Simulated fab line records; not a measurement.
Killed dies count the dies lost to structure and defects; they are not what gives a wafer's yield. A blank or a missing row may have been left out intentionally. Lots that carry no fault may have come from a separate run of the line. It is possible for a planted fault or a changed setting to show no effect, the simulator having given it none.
Comparing a struck lot with a sound one / flow nand harc / 15 steps out of a route of 1302
Sound: these wafers, L300.2, L300.3, L300.4. Wafers struck: L307.2, L307.3, L307.6. The cause is given at the end.
Per side, at each step with rows, come the tool, then ch with its chambers, and then its first start. Under that, the readings that differ: sound wafers / struck wafers / difference of the means / sigmas: that difference in standard deviations of wafers without a fault.
alike: words and numbers the same on both sides, and readings whose means are apart by under 2 such deviations; not compared: readings that were withheld, readings missing a value for some wafer, numbers with overlapping values and no deviation given by the record, and bounds like >300 which may hide the same value.
Wherever a step has rows on one side only, a row that says differs or no value, or a row with sigmas, the two part there. Non-overlapping numbers with no deviation appear without sigmas and do not part them. Lack of a reading on every wafer of one side parts them only where that side has two or more wafers.

first, 6 steps without rows for these wafers: NHARC_A_CONTACT_COAT_36 (resist thk 90 nm); NHARC_A_CONTACT_SOFTBAKE_37 (time 55 s); NHARC_A_CONTACT_EBR_38; NHARC_A_CONTACT_EXPOSE_39 (exposes mask A CC 3); NHARC_A_CONTACT_PEB_40 (peb time 65 s); NHARC_A_CONTACT_DEVELOP_41 (develop time 35 s).
NHARC_A_CONTACT_CD_MEAS_42: target cd 300 nm.
  sound on cd sem-03 ch 0, day 25 12:54; struck on cd sem-01 ch 0, day 28 05:41
  alike: cd nm
NHARC_A_CONTACT_OVL_MEAS_43:
  struck on overlay-01, day 28 05:47; sound on overlay-02, day 25 12:59
  alike: overlay x nm, overlay y nm
NHARC_A_CONTACT_INSPECT_44:
  struck on defect inspect-02, day 28 05:49; sound on defect inspect-01, day 25 13:01
  alike: raw defect count
NHARC_A_CONTACT_DESCUM_47: chemistry O2, time 3 s.
  sound on rie diel-03 ch 1,2,3, day 25 13:05; struck on rie diel-03 ch 0,2,3, day 28 05:53
  alike: chamber pressure mTorr, drypump motor current A, oes product au, rf vpp V, showerhead plenum p Torr, throttle valve pct
  not compared: rf hours counter h
NHARC_A_CONTACT_ETCH_48: etches the open film in CF4, target depth 39 nm, time 65 s.
  sound on rie diel-03 ch 1,2,3, day 25 13:10; struck on rie diel-03 ch 0,1,3, day 28 05:58
  alike: chamber pressure mTorr, drypump motor current A, oes product au, rf fwd power W, rf vpp V, run length s, showerhead plenum p Torr, throttle valve pct
  not compared: rf hours counter h
NHARC_A_CONTACT_ETCH_49: etches the open film in N2/H2, target depth 260 nm, time 475.3 s.
  sound: rie diel-03 ch 0,1,3; struck: rie diel-03 ch 0,2,3
  alike: chamber pressure mTorr, drypump motor current A, oes product au, rf fwd power W, rf vpp V, run length s, showerhead plenum p Torr, throttle valve pct
  not compared: rf hours counter h
NHARC_A_CONTACT_ETCH_50: etches the open film in CF4/CHF3, target depth 121 nm, time 60.5 s.
  sound on rie diel-03 ch 0,1,2, day 25 13:58; struck on rie diel-03 ch 0,2,3, day 28 06:25
reading=rf fwd power W (W); sound=497.2 489.0 492.9; struck=- - -; difference=no value on the struck wafers; sigmas=
reading=run length s (s); sound=81.4 81.5 82.2; struck=70.4 70.9 70.8; difference=-11.0; sigmas=-23
  alike: chamber pressure mTorr, drypump motor current A, oes product au, rf vpp V, showerhead plenum p Torr, throttle valve pct
  not compared: rf hours counter h
NHARC_A_CONTACT_ETCH_51: etches the open film in O2/COS, target depth 7000 nm, time 1820 s.
  sound: rie diel-03 ch 0,1,3; struck: rie diel-03 ch 1,2,3
  alike: chamber pressure mTorr, drypump motor current A, oes product au, rf fwd power W, rf vpp V, run length s, showerhead plenum p Torr, throttle valve pct
  not compared: rf hours counter h
-- break in the record here, with 3 days between the starts of the struck wafers on either side (left off in module A_CONTACT, picked up again in module END, where the first step shown is number 1302 on the route) --
NHARC_END_SORT_01:
  here the record holds rows for the struck wafers (prober-01 ch 0, day 31 11:25) but none for the sound ones

WHERE THEY PART
Last at NHARC_END_SORT_01 as far as this record goes, first at NHARC_A_CONTACT_ETCH_50.

WHY: whatever the simulator had introduced
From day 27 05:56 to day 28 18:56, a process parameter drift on rie diel-03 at NHARC_A_CONTACT_ETCH_50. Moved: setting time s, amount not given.
